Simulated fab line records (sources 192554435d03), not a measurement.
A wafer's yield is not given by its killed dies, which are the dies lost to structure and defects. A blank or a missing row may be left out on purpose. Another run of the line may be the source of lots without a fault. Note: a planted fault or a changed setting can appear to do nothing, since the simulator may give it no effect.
Matching of chambers | flow n5_finfet | 4 sister chambers for N5_BEOL_M3_STRIP_19 on rie_diel-04
The step strips in O2. 20 wafers are shown with their chamber, then 10 later ones without.

== WAFERS WITH THEIR CHAMBER ==
wafer  | chamber | showerhead_plenum_p_Torr (Torr) | oes_product_au (a.u.) | throttle_valve_pct (%)
L076.2 | 3       | 2.03                            | 0.78                  | 16.81
L076.3 | 1       | 2.14                            | 0.88                  | 16.73
L076.5 | 0       | 2.05                            | 0.91                  | 16.50
L079.1 | 2       | 2.00                            | 0.70                  | 16.78
L079.2 | 3       | 2.03                            | 0.77                  | 16.81
L079.4 | 1       | 2.14                            | 0.87                  | 16.74
L081.2 | 0       | 2.05                            | 0.90                  | 16.50
L081.4 | 2       | 2.00                            | 0.69                  | 16.79
L081.6 | 2       | 2.00                            | 0.69                  | 16.77
L085.2 | 0       | 2.05                            | 0.89                  | 16.53
L085.4 | 1       | 2.13                            | 0.86                  | 16.74
L085.6 | 1       | 2.13                            | 0.85                  | 16.76
L083.1 | 3       | 2.02                            | 0.78                  | 16.83
L083.2 | 0       | 2.05                            | 0.89                  | 16.52
L083.5 | 2       | 1.99                            | 0.69                  | 16.79
L084.2 | 3       | 2.02                            | 0.76                  | 16.84
L084.4 | 2       | 1.99                            | 0.68                  | 16.81
L084.5 | 0       | 2.05                            | 0.89                  | 16.53
L088.1 | 2       | 1.99                            | 0.69                  | 16.81
L088.2 | 1       | 2.13                            | 0.86                  | 16.76

SIGNATURES (averages over the wafers above)
reading                  | chamber 0 | chamber 1 | chamber 2 | chamber 3 | scatter within a chamber
showerhead_plenum_p_Torr | 2.0500    | 2.1340    | 1.9950    | 2.0250    | 0.00481
oes_product_au           | 0.8960    | 0.8640    | 0.6900    | 0.7725    | 0.00907
throttle_valve_pct       | 16.5160   | 16.7460   | 16.7917   | 16.8225   | 0.015
Rule: for each reading, subtract the chamber's mean from the wafer's reading, divide by that reading's scatter and square the result; add these up over the readings and take the root, which gives the wafer's distance from the chamber. The wafer belongs to the nearest chamber; if the next one is less than 2 further off, it can't be placed. The scatter: the root of (the sum of the squares of (reading less its chamber's mean) over the shown wafers, divided by (wafers less chambers)).

== WAFERS WITH NO CHAMBER GIVEN ==
wafer  | showerhead_plenum_p_Torr (Torr) | oes_product_au (a.u.) | throttle_valve_pct (%)
L088.5 | 2.05                            | 0.88                  | 16.50
L093.2 | 2.13                            | 0.82                  | 16.78
L093.4 | 2.04                            | 0.86                  | 16.54
L093.6 | 2.04                            | 0.87                  | 16.54
L097.1 | 2.01                            | 0.75                  | 16.87
L097.2 | 2.04                            | 0.86                  | 16.56
L097.3 | 2.12                            | 0.82                  | 16.80
L097.4 | 1.99                            | 0.68                  | 16.85
L097.5 | 2.04                            | 0.85                  | 16.58
L097.6 | 2.12                            | 0.83                  | 16.78

== THE CHAMBER EACH PASSED THROUGH ==
wafer  | from the rows above | in truth
L088.5 | 0                   | 0
L093.2 | 1                   | 1
L093.4 | 0                   | 0
L093.6 | 0                   | 0
L097.1 | 3                   | 3
L097.2 | 0                   | 0
L097.3 | 1                   | 1
L097.4 | 2                   | 2
L097.5 | 0                   | 0
L097.6 | 1                   | 1
Correct placement for 10 of the 10. Left unplaced by these rows: 0. Number placed wrongly: 0.
